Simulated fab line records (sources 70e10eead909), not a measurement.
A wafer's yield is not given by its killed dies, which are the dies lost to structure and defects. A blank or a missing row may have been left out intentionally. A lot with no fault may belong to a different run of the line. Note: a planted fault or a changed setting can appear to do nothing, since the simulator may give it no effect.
fab line records	flow nand_harc
record: lots: 6	wafers: 18	last_day: 21
route steps=1159 shown A_CONTACT@938 A_BLC@964 END@1159
lots with no fault: from the same line, run without faults
start_h: hours from the record's opening day to when the first of the lot's shown wafers began	wait_h: hours elapsed since this lot's preceding step	" identical to the entry in the row above	L1.1+2: several wafers, shown together as one row	- value missing, or start not given	* or withheld: withheld	< > ~ a bound
route shown NAME@n: a module of which the file shows steps, and the number in the route of the first	usual: mean/standard deviation of fault-free wafers	same: alike in all rows	chamber/n: place in a boat	sites: per-site readings	_std_site: their standard deviation	_edge_site: mean of outer sites minus mean of inner sites	radius_mm: for every site, how far away it sits from the centre of the wafer	mask NAME#n: copy n	behind: the most recent tool/chamber to have shaped the wafer	hold: reason for holding the lot/hours on hold/outcome of the hold	device: the n, p or np transistor that did not switch	end of line: tests run on the same wafers once the route is complete	a step without rows: its recipe alone	killed: dies lost to structure and defects at the first sort, not the wafer's yield	map: the dies of a wafer, with x for killed, . for not killed, _ for no die there
set.NAME: setting as actually run; set.NAME@STEP: the setting as run at that earlier step	model.NAME: the simulator's own value behind a step, which no gauge read
certain route steps with their lots: each step a table, each wafer a row
services: a tool's chamber out of use, with start hour (start_h, from the record's first day; less than 0 if before it), hours out, and reason
== steps ==
step: NHARC_A_CONTACT_DESCUM_13
recipe: time_s: 3	o2_flow_sccm: 200	ar_flow_sccm: 0	bias_power_w: 0	chemistry: O2
usual: chamber_pressure_mTorr: 60.00/0.049	drypump_motor_current_A: 5.8/0.39	o2_flow_sccm: 200.0/0.66	oes_product_au: 1.003/0.0082	rf_vpp_V: 57.7/0.82	showerhead_plenum_p_Torr: 1.89/0.079	throttle_valve_pct: 11.311/0.0082
same: time_s: 3
lot.wafer	tool	chamber	start_h	wait_h	chamber_pressure_mTorr	drypump_motor_current_A	o2_flow_sccm	oes_product_au	rf_hours_counter_h	rf_vpp_V	showerhead_plenum_p_Torr	throttle_valve_pct
L795.3	rie_diel-03	2	383.72	0.1	59.99	6.2	199.7	1.003	30	57.0	1.79	11.326
L795.1	"	3	"	"	60.05	6.5	199.2	1.005	29	57.9	1.89	11.299
L795.6	"	2	"	"	60.00	6.2	199.6	1.001	-	57.7	1.79	11.323
L797.3	rie_diel-12	0	404.13	0.1	59.88	6.1	200.1	1.018	4	59.5	2.00	11.310
L797.1	"	1	"	"	60.04	6.0	200.5	1.014	4	57.4	1.87	11.326
L797.6	"	0	"	"	59.98	6.1	200.1	1.014	-	58.4	2.00	11.304
L799.1	rie_diel-03	0	408.65	0.1	60.03	6.0	200.0	0.991	2	59.0	1.89	11.301
L799.2	"	2	"	"	60.06	6.2	200.2	1.003	1	57.8	1.78	11.311
L799.6	"	0	"	"	59.99	6.0	200.1	0.990	-	57.6	1.89	11.308
L802.4	rie_diel-12	3	426.00	0.2	60.04	5.7	199.7	1.015	12	57.5	1.90	11.309
L802.1	"	0	"	"	60.00	6.1	199.9	1.014	12	58.3	2.00	11.307
L802.5	"	3	"	"	60.04	5.7	199.5	1.018	-	58.3	1.90	11.314
L805.2	rie_diel-08	2	443.33	0.1	60.03	5.7	200.1	0.998	49	57.2	1.77	11.321
L805.4	"	3	"	"	59.98	4.8	199.9	0.994	45	56.8	1.79	11.311
L805.5	"	2	"	"	59.91	5.7	200.9	1.011	-	59.1	1.77	11.310
L807.1	rie_diel-03	1	458.11	0.1	60.06	5.7	199.9	0.999	14	58.0	2.00	11.316
L807.3	"	2	"	"	59.94	6.2	200.4	0.991	13	57.4	1.78	11.315
L807.5	"	1	"	"	59.99	5.7	200.4	0.989	-	58.3	2.00	11.300
step: NHARC_A_CONTACT_ETCH_88
recipe: target_depth_a: 390	over_etch_frac: 0.3	time_s: 65	ion_energy_ev: 80	cf4_flow_sccm: 150	ar_flow_sccm: 0	rf_w: 300	bias_w: 100	chemistry: CF4
step: NHARC_A_CONTACT_ETCH_89
recipe: target_depth_a: 2600	over_etch_frac: 0.3	time_s: 475.3	ion_energy_ev: 200	n2_flow_sccm: 150	h2_flow_sccm: 150	ar_flow_sccm: 0	rf_w: 400	bias_w: 150	chemistry: N2/H2
step: NHARC_A_CONTACT_ETCH_30
recipe: target_depth_a: 605	time_s: 30.2	cf4_flow_sccm: 100	chf3_flow_sccm: 30	ar_flow_sccm: 0	rf_w: 500	bias_w: 200	chemistry: CF4/CHF3
step: NHARC_A_CONTACT_ETCH_31
recipe: target_depth_a: 20000	over_etch_frac: 0.3	time_s: 520	ion_energy_ev: 150	o2_flow_sccm: 400	cos_flow_sccm: 20	ar_flow_sccm: 0	rf_w: 500	bias_w: 300	chemistry: O2/COS
step: NHARC_A_CONTACT_ETCH_134
recipe: source_w: withheld	pressure_mtorr: 20	bias_v: withheld	time_s: 140	target_depth_a: 7000	ar_flow_sccm: withheld	c4f8_flow_sccm: withheld	o2_flow_sccm: withheld	chemistry: C4F8/O2/Ar
step: NHARC_A_CONTACT_ETCH_135
recipe: source_w: withheld	pressure_mtorr: 20	bias_v: 3000	time_s: 132	target_depth_a: 12870	ar_flow_sccm: withheld	c4f8_flow_sccm: withheld	o2_flow_sccm: withheld	chemistry: C4F8/O2/Ar
usual: chamber_pressure_mTorr: 19.998/0.02
same: time_s: 132
lot.wafer	tool	chamber	start_h	wait_h	chamber_pressure_mTorr	rf_hours_counter_h
L795.1	har_cap_etch-03	1	384.92	0.2	20.003	80
L795.3	"	0	"	"	19.992	-
L795.6	"	1	"	"	20.026	-
L797.1	har_cap_etch-02	0	405.35	0.2	19.993	15
L797.3	"	0	"	"	19.993	-
L797.6	"	1	"	"	20.001	-
L799.2	har_cap_etch-02	1	409.84	0.2	19.979	16
L799.1	"	0	"	"	20.022	16
L799.6	"	1	"	"	19.987	-
L802.1	har_cap_etch-01	1	427.64	0.2	20.029	65
L802.4	"	1	"	"	19.995	-
L802.5	"	0	"	"	20.006	-
L805.2	har_cap_etch-02	1	444.71	0.2	19.998	23
L805.4	"	1	"	"	19.992	-
L805.5	"	1	"	"	20.042	-
L807.1	har_cap_etch-02	1	459.37	0.2	20.005	27
L807.3	"	0	"	"	19.987	-
L807.5	"	1	"	"	20.008	-
step: NHARC_A_CONTACT_ETCH_136
recipe: source_w: withheld	pressure_mtorr: 20	bias_v: 3000	time_s: 132	target_depth_a: 12870	ar_flow_sccm: withheld	c4f8_flow_sccm: withheld	o2_flow_sccm: withheld	chemistry: C4F8/O2/Ar
step: NHARC_A_CONTACT_ETCH_137
recipe: source_w: withheld	pressure_mtorr: 20	bias_v: 3000	time_s: 132	target_depth_a: 12870	ar_flow_sccm: withheld	c4f8_flow_sccm: withheld	o2_flow_sccm: withheld	chemistry: C4F8/O2/Ar
step: NHARC_A_CONTACT_ETCH_138
recipe: source_w: withheld	pressure_mtorr: 20	bias_v: 3000	time_s: 132	target_depth_a: 12890	ar_flow_sccm: withheld	c4f8_flow_sccm: withheld	o2_flow_sccm: withheld	chemistry: C4F8/O2/Ar
step: NHARC_A_CONTACT_ETCH_139
recipe: source_w: withheld	pressure_mtorr: 20	bias_v: 400	time_s: 137	target_depth_a: 5900	ar_flow_sccm: withheld	c4f8_flow_sccm: 11.5	o2_flow_sccm: 7.2	chemistry: C4F8/O2/Ar
step: NHARC_A_CONTACT_ETCH_92
recipe: target_depth_a: 400	over_etch_frac: 0.5	time_s: 85.7	ion_energy_ev: 120	ch3f_flow_sccm: 50	o2_flow_sccm: 30	ar_flow_sccm: 200	rf_w: 500	bias_w: 100	chemistry: CH3F/O2
step: NHARC_A_CONTACT_ETCH_98
recipe: target_depth_a: 200	over_etch_frac: 0.5	time_s: 10	ion_energy_ev: 250	c4f6_flow_sccm: 25	o2_flow_sccm: 20	ar_flow_sccm: 500	rf_w: 600	bias_w: 500	chemistry: C4F6/O2
usual: chamber_pressure_mTorr: 29.997/0.028	drypump_motor_current_A: 5.8/0.44	o2_flow_sccm: 20.00/0.062	oes_product_au: 0.968/0.025	rf_vpp_V: 546/3.3	showerhead_plenum_p_Torr: 3.87/0.15	throttle_valve_pct: 26.904/0.0093
same: time_s: 10
lot.wafer	tool	chamber	start_h	wait_h	chamber_pressure_mTorr	drypump_motor_current_A	o2_flow_sccm	oes_product_au	rf_hours_counter_h	rf_vpp_V	showerhead_plenum_p_Torr	throttle_valve_pct
L795.3	rie_diel-03	1	385.93	-	29.972	5.7	19.97	0.942	28	550	4.09	26.904
L795.1	"	3	"	"	29.953	6.5	19.94	0.946	29	546	3.88	26.914
L795.6	"	2	"	"	30.037	6.2	19.96	0.942	-	542	3.69	26.913
L797.3	rie_diel-12	2	406.35	-	30.051	5.1	19.88	0.961	4	542	3.74	26.913
L797.1	"	3	"	"	30.014	5.7	19.99	0.974	5	546	3.90	26.891
L797.6	"	2	"	"	29.989	5.1	19.95	0.964	-	542	3.74	26.907
L799.1	rie_diel-03	1	410.88	-	29.986	5.7	20.13	0.952	2	549	4.09	26.900
L799.2	"	2	"	"	30.017	6.2	19.93	0.934	2	542	3.68	26.897
L799.6	"	1	"	"	30.005	5.7	20.12	0.933	-	550	4.09	26.887
L802.4	rie_diel-08	3	428.68	-	29.963	4.9	19.98	0.999	41	541	3.70	26.919
L802.1	"	0	"	"	30.057	6.0	20.04	1.008	40	548	4.03	26.894
L802.5	"	0	"	"	29.994	6.0	20.11	1.006	-	548	4.03	26.884
L805.4	rie_diel-08	1	445.77	-	29.970	5.8	19.93	0.966	49	546	3.88	26.895
L805.2	"	3	"	"	30.036	4.9	20.02	0.964	46	542	3.70	26.903
L805.5	"	1	"	"	29.968	5.8	19.90	0.974	-	545	3.88	26.912
L807.1	rie_diel-08	2	460.40	-	30.011	5.7	19.96	0.966	55	541	3.65	26.907
L807.3	"	3	"	"	29.987	4.8	20.04	0.957	52	544	3.69	26.914
L807.5	"	3	"	"	30.017	4.9	20.06	0.963	-	541	3.69	26.898
step: NHARC_A_CONTACT_CD_MEAS_15
usual: cd_nm: 90.2/0.46
lot.wafer	tool	chamber	start_h	wait_h	cd_nm
L795.1	cd_sem-02	-	386.01	-	90.0
L795.3	"	-	"	"	90.1
L795.6	"	-	"	"	90.1
L797.1	cd_sem-01	-	406.44	-	90.3
L797.3	"	-	"	"	90.1
L797.6	"	-	"	"	90.8
L799.1	cd_sem-02	-	410.96	-	91.2
L799.2	"	-	"	"	90.8
L799.6	"	-	"	"	91.1
L802.1	cd_sem-03	-	428.76	-	89.4
L802.4	"	-	"	"	90.0
L802.5	"	-	"	"	89.8
L805.2	cd_sem-03	-	445.85	-	90.0
L805.4	"	-	"	"	89.8
L805.5	"	-	"	"	89.8
L807.1	cd_sem-03	-	460.48	-	89.7
L807.3	"	-	"	"	90.0
L807.5	"	-	"	"	89.4
step: NHARC_A_CONTACT_STRIP_107
recipe: n2_flow_sccm: 150	h2_flow_sccm: 150	ar_flow_sccm: 0	bias_w: 0	chemistry: N2/H2
step: NHARC_A_CONTACT_STRIP_108
recipe: cf4_flow_sccm: 100	chf3_flow_sccm: 30	ar_flow_sccm: 0	bias_w: 0	chemistry: CF4/CHF3
step: NHARC_A_CONTACT_STRIP_109
recipe: o2_flow_sccm: 400	cos_flow_sccm: 20	ar_flow_sccm: 0	bias_w: 0	chemistry: O2/COS
step: NHARC_A_CONTACT_ETCH_110
recipe: target_depth_a: 500	overetch_a: 50	time_s: 27.5	ion_energy_ev: 100	cf4_flow_sccm: 80	o2_flow_sccm: 20	ar_flow_sccm: 0	rf_w: 300	bias_w: 100	chemistry: CF4/O2
step: NHARC_A_CONTACT_STRIP_26
recipe: o2_flow_sccm: 500	ar_flow_sccm: 0	bias_w: 0	chemistry: O2
usual: chamber_pressure_mTorr: 60.00/0.051	drypump_motor_current_A: 5.9/0.34	o2_flow_sccm: 500.0/1.4	oes_product_au: 1.003/0.0078	rf_vpp_V: 57.7/0.88	showerhead_plenum_p_Torr: 3.49/0.13	throttle_valve_pct: 17.036/0.0085
lot.wafer	tool	chamber	start_h	wait_h	chamber_pressure_mTorr	drypump_motor_current_A	o2_flow_sccm	oes_product_au	rf_hours_counter_h	rf_vpp_V	showerhead_plenum_p_Torr	throttle_valve_pct
L795.3	rie_diel-08	1	-	-	60.05	5.8	500.7	1.011	25	57.8	3.50	17.049
L795.1	"	2	"	"	60.09	5.7	500.3	1.007	26	58.7	3.29	17.038
L795.6	"	1	"	"	60.07	5.8	500.5	0.999	-	58.4	3.50	17.043
L797.3	rie_diel-03	2	-	-	59.95	6.2	500.1	1.011	1	57.7	3.31	17.026
L797.1	"	0	"	"	60.13	6.0	500.2	0.997	1	56.9	3.50	17.048
L797.6	"	3	"	"	60.10	6.5	500.8	0.996	-	57.4	3.49	17.042
L799.1	rie_diel-03	0	-	-	60.00	6.0	500.6	0.992	2	56.1	3.49	17.033
L799.2	"	3	"	"	59.98	6.6	500.9	0.995	2	58.4	3.48	17.026
L799.6	"	1	"	"	59.93	5.7	497.1	1.012	-	58.0	3.68	17.031
L802.4	rie_diel-08	0	-	-	59.97	6.0	500.7	1.006	40	59.0	3.62	17.049
L802.1	"	3	"	"	59.95	4.9	498.9	1.013	41	57.4	3.32	17.041
L802.5	"	1	"	"	59.95	5.8	498.4	1.005	-	58.7	3.49	17.042
L805.4	rie_diel-12	0	-	-	60.11	6.1	501.1	1.014	20	57.8	3.67	17.033
L805.2	"	2	"	"	59.94	5.2	498.5	0.998	19	57.6	3.35	17.044
L805.5	"	1	"	"	60.01	6.0	499.0	0.995	-	57.2	3.45	17.036
L807.3	rie_diel-03	3	-	-	60.03	6.6	498.2	0.999	13	56.8	3.48	17.034
L807.1	"	0	"	"	59.96	6.0	502.4	0.979	14	57.9	3.49	17.039
L807.5	"	0	"	"	60.00	6.0	501.2	1.003	-	58.2	3.49	17.038
step: NHARC_A_CONTACT_STRIP_27
recipe: time_s: 600	temp_c: 30	chemistry: post_etch_residue_remover
step: NHARC_A_CONTACT_ALD_18
recipe: target_thk_a: 30	pulse_time_s: 1	ald_cycles: 150	temp_c: 450	material: TiN
step: NHARC_A_CONTACT_CVD_19
recipe: target_thk_a: 3000	temp_c: 300	pressure_torr: 40	wf6_flow_sccm: 40	h2_flow_sccm: 1600	ar_flow_sccm: 1560	time_s: 802	material: W
step: NHARC_A_CONTACT_CMP_20
recipe: t_overpolish_s: 30	target_thk_nm: 300
step: NHARC_A_CONTACT_SRD_22
step: NHARC_A_BLC_DEHYDRATE_00
recipe: temp_c: 150	time_s: 120
step: NHARC_A_BLC_HMDS_01
recipe: time_s: 30
step: NHARC_A_BLC_COAT_02
recipe: temp_c: 260	time_s: 75
step: NHARC_A_BLC_COAT_03
recipe: temp_c: 225	time_s: 65
step: NHARC_A_BLC_COAT_04
recipe: spin_rpm: 1500	resist_thk_nm: 90
step: NHARC_A_BLC_SOFTBAKE_05
recipe: temp_c: 105	time_s: 55
step: NHARC_A_BLC_EBR_06
step: NHARC_A_BLC_EXPOSE_07
recipe: na: 1.35	target_cd_nm: 100	dose_mj: 67.97	mask_id: A_BLC
step: NHARC_A_BLC_PEB_08
recipe: peb_temp_c: 100	peb_time_s: 65
step: NHARC_A_BLC_DEVELOP_09
recipe: develop_time_s: 35	dev_temp_c: 23
step: NHARC_A_BLC_CD_MEAS_10
recipe: target_cd_nm: 100	landing_energy_ev: 500
usual: cd_nm: 100.0/0.47
lot.wafer	tool	chamber	start_h	wait_h	cd_nm
L795.1	cd_sem-02	0	394.70	-	100.3
L795.3	"	0	"	"	100.6
L795.6	"	0	"	"	99.8
L797.1	cd_sem-01	0	412.05	-	100.0
L797.3	"	0	"	"	99.6
L797.6	"	0	"	"	99.2
L799.1	cd_sem-02	0	413.90	-	99.6
L799.2	"	0	"	"	100.0
L799.6	"	0	"	"	100.5
L802.1	cd_sem-02	0	431.57	-	100.5
L802.4	"	0	"	"	99.5
L802.5	"	0	"	"	100.4
L805.2	cd_sem-01	0	456.52	-	99.7
L805.4	"	0	"	"	100.0
L805.5	"	0	"	"	100.1
L807.1	cd_sem-03	0	463.50	-	99.7
L807.3	"	0	"	"	100.3
L807.5	"	0	"	"	100.4
step: NHARC_A_BLC_OVL_MEAS_11
usual: overlay_x_nm: -0.1/0.78	overlay_y_nm: 0.1/0.78
lot.wafer	tool	chamber	start_h	wait_h	overlay_x_nm	overlay_y_nm
L795.1	overlay-02	-	394.78	-	-0.5	-0.3
L795.3	"	-	"	"	-0.6	-0.3
L795.6	"	-	"	"	-0.5	-0.6
L797.1	overlay-02	-	412.15	-	-0.5	-0.3
L797.3	"	-	"	"	0.4	-0.2
L797.6	"	-	"	"	-1.1	-0.4
L799.1	overlay-02	-	413.99	-	0.5	-1.1
L799.2	"	-	"	"	0.8	-1.2
L799.6	"	-	"	"	0.6	-0.5
L802.1	overlay-02	-	431.66	-	0.9	0.6
L802.4	"	-	"	"	1.8	1.5
L802.5	"	-	"	"	1.2	0.7
L805.2	overlay-01	-	456.60	-	-1.1	0.1
L805.4	"	-	"	"	-1.0	-0.3
L805.5	"	-	"	"	-1.2	-0.1
L807.1	overlay-01	-	463.59	-	-1.1	0.1
L807.3	"	-	"	"	-0.6	0.4
L807.5	"	-	"	"	-1.0	-0.2
step: NHARC_A_BLC_DESCUM_15
recipe: time_s: 3	o2_flow_sccm: 200	ar_flow_sccm: 0	bias_power_w: 0	chemistry: O2
usual: chamber_pressure_mTorr: 60.00/0.054	drypump_motor_current_A: 5.4/0.38	o2_flow_sccm: 200.0/0.58	oes_product_au: 1.000/0.0063	rf_vpp_V: 58.1/0.78	showerhead_plenum_p_Torr: 1.99/0.081	throttle_valve_pct: 11.311/0.0094
same: time_s: 3
lot.wafer	tool	chamber	start_h	wait_h	chamber_pressure_mTorr	drypump_motor_current_A	o2_flow_sccm	oes_product_au	rf_hours_counter_h	rf_vpp_V	showerhead_plenum_p_Torr	throttle_valve_pct
L795.3	rie_diel-11	2	394.89	0.1	60.04	4.7	200.6	1.003	2	57.9	2.05	11.291
L795.1	"	3	"	"	60.00	5.6	200.8	1.004	2	59.3	2.06	11.305
L795.6	"	2	"	"	59.91	4.7	199.4	1.007	-	59.6	2.05	11.308
L797.3	rie_diel-11	3	412.26	0.1	60.06	5.6	200.4	0.991	4	57.8	2.06	11.313
L797.1	"	0	"	"	60.03	5.5	199.7	0.984	4	58.7	2.05	11.317
L797.6	"	3	"	"	60.02	5.6	200.0	0.997	-	58.5	2.06	11.314
L799.2	rie_diel-11	0	414.09	0.1	59.96	5.5	200.7	1.013	4	57.8	2.05	11.312
L799.1	"	1	"	"	60.02	5.6	200.2	0.998	4	59.3	2.02	11.306
L799.6	"	3	"	"	59.98	5.7	199.5	1.002	-	57.0	2.06	11.305
L802.1	rie_diel-11	3	431.76	0.1	60.03	5.6	200.9	0.994	7	59.6	2.06	11.302
L802.4	"	2	"	"	59.93	4.7	201.6	0.999	7	57.9	2.05	11.292
L802.5	"	3	"	"	60.01	5.6	200.1	0.993	-	59.1	2.06	11.325
L805.2	rie_diel-11	0	456.71	0.1	60.02	5.5	200.0	1.004	9	58.7	2.05	11.307
L805.4	"	2	"	"	60.04	4.6	200.2	0.988	9	57.9	2.04	11.307
L805.5	"	0	"	"	59.88	5.5	200.8	0.998	-	59.0	2.05	11.328
L807.1	rie_diel-11	3	463.70	0.1	59.97	5.6	199.8	1.006	10	58.3	2.06	11.302
L807.3	"	1	"	"	59.97	5.6	200.0	1.006	9	57.2	2.02	11.308
L807.5	"	3	"	"	59.97	5.6	199.4	0.999	-	57.0	2.05	11.301
step: NHARC_A_BLC_ETCH_16
recipe: target_depth_a: 390	over_etch_frac: 0.3	time_s: 65	ion_energy_ev: 80	cf4_flow_sccm: 150	ar_flow_sccm: 0	rf_w: 300	bias_w: 100	chemistry: CF4
step: NHARC_A_BLC_ETCH_17
recipe: target_depth_a: 3900	over_etch_frac: 0.25	time_s: 609.38	ion_energy_ev: 200	n2_flow_sccm: 150	h2_flow_sccm: 150	ar_flow_sccm: 0	rf_w: 400	bias_w: 150	chemistry: N2/H2
usual: chamber_pressure_mTorr: 30.00/0.033	drypump_motor_current_A: 5.4/0.38	oes_product_au: 1.002/0.0061	rf_vpp_V: 433.0/2.5	showerhead_plenum_p_Torr: 2.13/0.087	throttle_valve_pct: 14.170/0.0093
same: time_s: 609.38
lot.wafer	tool	chamber	start_h	wait_h	chamber_pressure_mTorr	drypump_motor_current_A	oes_product_au	rf_hours_counter_h	rf_vpp_V	showerhead_plenum_p_Torr	throttle_valve_pct
L795.3	rie_diel-11	3	-	-	30.00	5.6	1.000	2	436.2	2.20	14.185
L795.1	"	2	"	"	30.04	4.7	1.007	3	435.2	2.19	14.173
L795.6	"	3	"	"	30.00	5.6	1.000	-	434.7	2.20	14.178
L797.1	rie_diel-11	2	-	-	30.00	4.6	0.999	4	434.3	2.19	14.175
L797.3	"	3	"	"	30.05	5.7	0.989	4	434.8	2.20	14.168
L797.6	"	0	"	"	30.07	5.5	0.995	-	435.8	2.19	14.172
L799.1	rie_diel-11	2	-	-	30.01	4.7	0.996	5	434.4	2.19	14.164
L799.2	"	1	"	"	29.97	5.6	0.991	4	432.8	2.16	14.167
L799.6	"	3	"	"	30.00	5.6	1.003	-	436.9	2.20	14.158
L802.1	rie_diel-11	0	-	-	30.03	5.5	1.002	7	435.8	2.19	14.164
L802.4	"	2	"	"	30.01	4.7	1.006	7	433.7	2.18	14.162
L802.5	"	0	"	"	30.03	5.5	1.001	-	434.7	2.19	14.163
L805.2	rie_diel-11	2	-	-	30.03	4.7	0.997	9	433.7	2.18	14.195
L805.4	"	3	"	"	30.00	5.6	1.000	10	435.8	2.19	14.163
L805.5	"	0	"	"	30.05	5.5	1.001	-	435.3	2.19	14.143
L807.1	rie_diel-11	0	-	-	30.00	5.5	1.000	10	434.4	2.19	14.150
L807.3	"	1	"	"	30.01	5.6	1.007	9	435.3	2.16	14.157
L807.5	"	1	"	"	30.09	5.6	1.001	-	434.2	2.16	14.164
step: NHARC_END_SORT_01
recipe: temp_c: 25
usual: killed_at_array: 27/11	killed_at_other: 0.8/1.4	killed_at_periphery: 3.3/2	killed_dies: 31/11	killed_open: 3.4/1.8	killed_short: 2.1/1.3
same: gross_dies: 677
lot.wafer	tool	chamber	start_h	wait_h	killed_at_array	killed_at_other	killed_at_periphery	killed_dies	killed_open	killed_short
L805.2	prober-02	0	505.43	2.8	49	2	5	56	1	3
L805.4	prober-02	0	507.02	3.4	109	0	3	112	6	1
L805.5	prober-02	0	507.82	3.7	103	0	4	107	2	2
L807.1	prober-02	0	512.39	2.5	121	0	1	122	5	3
L807.3	prober-02	0	513.99	3.1	79	1	9	89	6	3
L807.5	prober-02	0	515.59	3.7	66	0	2	68	5	3
killed by level:class
L805.2 A_CONTACT:unspecified=30 A_SLIT:chamber_film_flake=10 P_BONDPAD:chamber_film_flake=3 A_STAIRCASE:chamber_film_flake=2 A_SGD_CUT:chamber_film_flake=2 A_WL_FILL:chamber_film_flake=2 THIN_TSV:chamber_film_flake=2 P_M0:geometric_particle:open=1
L805.4 A_CONTACT:unspecified=86 A_SLIT:chamber_film_flake=7 A_CONTACT:geometric_particle:open=4 A_STAIRCASE:chamber_film_flake=4 A_CONTACT:chamber_film_flake=3 P_BONDPAD:chamber_film_flake=2 P_M1:geometric_particle:open=1 A_WL_FILL:geometric_particle:short=1
L805.5 A_CONTACT:unspecified=80 A_SLIT:chamber_film_flake=8 A_SGD_CUT:chamber_film_flake=4 A_STAIRCASE:chamber_film_flake=3 A_CONTACT:chamber_film_flake=3 P_M2:geometric_particle:open=1 A_CHANNEL_FILL_D1:geometric_particle:open=1 A_CONTACT:geometric_particle:short=1
L807.1 A_CONTACT:unspecified=73 A_CHANNEL_HOLE_D1:chamber_film_flake=14 A_SLIT:chamber_film_flake=9 A_SGD_CUT:chamber_film_flake=8 A_CONTACT:chamber_film_flake=5 A_BONDPAD:chamber_film_flake=3 A_CHANNEL_FILL_D1:geometric_particle:open=2 A_CHANNEL_FILL_D1:geometric_particle:short=1
L807.3 A_CONTACT:unspecified=28 A_CHANNEL_HOLE_D1:chamber_film_flake=19 A_SLIT:chamber_film_flake=10 A_SGD_CUT:chamber_film_flake=6 A_BONDPAD:chamber_film_flake=5 P_ZERO_WELL:chamber_film_flake=4 A_CONTACT:chamber_film_flake=4 P_M0:geometric_particle:open=2
L807.5 A_CONTACT:unspecified=31 A_CHANNEL_HOLE_D1:chamber_film_flake=14 A_SGD_CUT:chamber_film_flake=5 A_SLIT:chamber_film_flake=5 A_CHANNEL_FILL_D1:geometric_particle:open=2 A_STAIRCASE:chamber_film_flake=2 P_M0:geometric_particle:open=1 A_CHANNEL_FILL_D1:geometric_particle:short=1
map L805.4 (x killed, . not)
____________.____________
_________......._________
_______..........._______
______......x......______
_____..............._____
____.................____
____x................____
___...................___
___.........x.........___
__.....................__
__.....................__
_.........xxxxxx........_
_........xxxxx.x.......x_
_..x...xxxxxxxxx........_
_.......xxxxxxxx........_
_.......xxxxxxx........._
......xxxxxxxxxxx........
.......xxxxxxxx.........x
.........xxxxxxx.........
........xxxxxxx..........
......x..xxxxxx....x.....
_......xxxxxxx.........._
_.........xxx..........._
_....x.....x............_
_...x....x.............._
_......................._
__....x.........x......__
__............x........__
___...................___
___................x..___
____.........x.......____
____......x..x.x.....____
_____....x.........._____
______...x.........______
_______..xx.x....._______
_________x......_________
____________x____________
map L807.1 (x killed, . not)
____________.____________
_________......._________
_______..........._______
______.x........x..______
_____..............._____
____..............x..____
____........x........____
___.......x...........___
___.......x.....x.....___
__.............x.......__
__.....................__
_................x......_
_........x.............._
_.........x............._
_.............x........._
_x.........x......x...x._
...........x.............
......x..................
.........x.xx............
......x...x.x.x........x.
..x...x..xx..............
_...xxxxxx.............._
_..xxxxxx.x.......x....._
_.xxxxxxxxxx.........x.._
_xxxxxxxx......x........_
_xxxxxxxxxx............._
__xxxxxx...............__
__xxxxxxx.x............__
___xxxxxxx............___
___xxxxx.x....x.......___
____xxx.xx..x........____
____.xxxx............____
_____x....x........x_____
______...x.....x...______
_______..xxx......_______
_________...x..._________
____________x____________
== services ==
tool	chamber	start_h	hours	kind
har_cap_etch-03	-	365.53	5.1	repair
rie_diel-11	-	366.51	9.0	pm
rie_diel-11	0	366.51	9.0	vent_cycle
rie_diel-11	1	366.51	9.0	vent_cycle
rie_diel-11	2	366.51	9.0	vent_cycle
rie_diel-11	3	366.51	9.0	vent_cycle
rie_diel-11	0	375.51	-	clean
rie_diel-11	1	375.51	-	clean
rie_diel-11	2	375.51	-	clean
rie_diel-11	3	375.51	-	clean
rie_diel-12	-	379.84	9.0	pm
rie_diel-08	3	386.36	2.3	repair
rie_diel-03	-	392.30	9.0	pm
har_cap_etch-01	-	398.89	0.1	repair
rie_diel-11	0	400.01	-	clean
rie_diel-11	1	400.01	-	clean
rie_diel-11	2	400.01	-	clean
rie_diel-11	3	400.01	-	clean
har_cap_etch-02	-	407.55	0.5	repair
rie_diel-11	1	411.18	2.3	repair
rie_diel-11	2	421.01	2.3	repair
rie_diel-11	0	424.51	-	clean
rie_diel-11	1	424.51	-	clean
rie_diel-11	2	424.51	-	clean
== key ==
first_sign: step: NHARC_END_SORT_01	reading: killed_dies	direction: up	sigmas: 5.7	usual: 31	struck: 92
effect: step: NHARC_END_SORT_01	reading: killed_at_array	direction: up	sigmas: 5.6	usual: 27	struck: 88
more_kills_born_at: NHARC_A_CONTACT_ETCH_98@rie_diel-08: 326
met_at NHARC_A_CONTACT_ETCH_98
struck_wafers L805.2,L805.4,L805.5,L807.1,L807.3,L807.5
tester_left_out L805,L807
onset_between 428.68 445.77
also_fits time
fault: kind: chamber_particle_source	tool: rie_diel-08	chamber: -	onset_h: 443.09	steps: NHARC_A_CONTACT_ETCH_98	rate_per_visit_cm2: 0.80048	end_h: 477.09
tester_left_out: of these lots the tester's yield and bins aren't shown, on N5 and GAA mostly nor the transistor test; their killed dies are dies lost to structure and defects alone, not to doping, threshold or leakage, so they don't give the yield
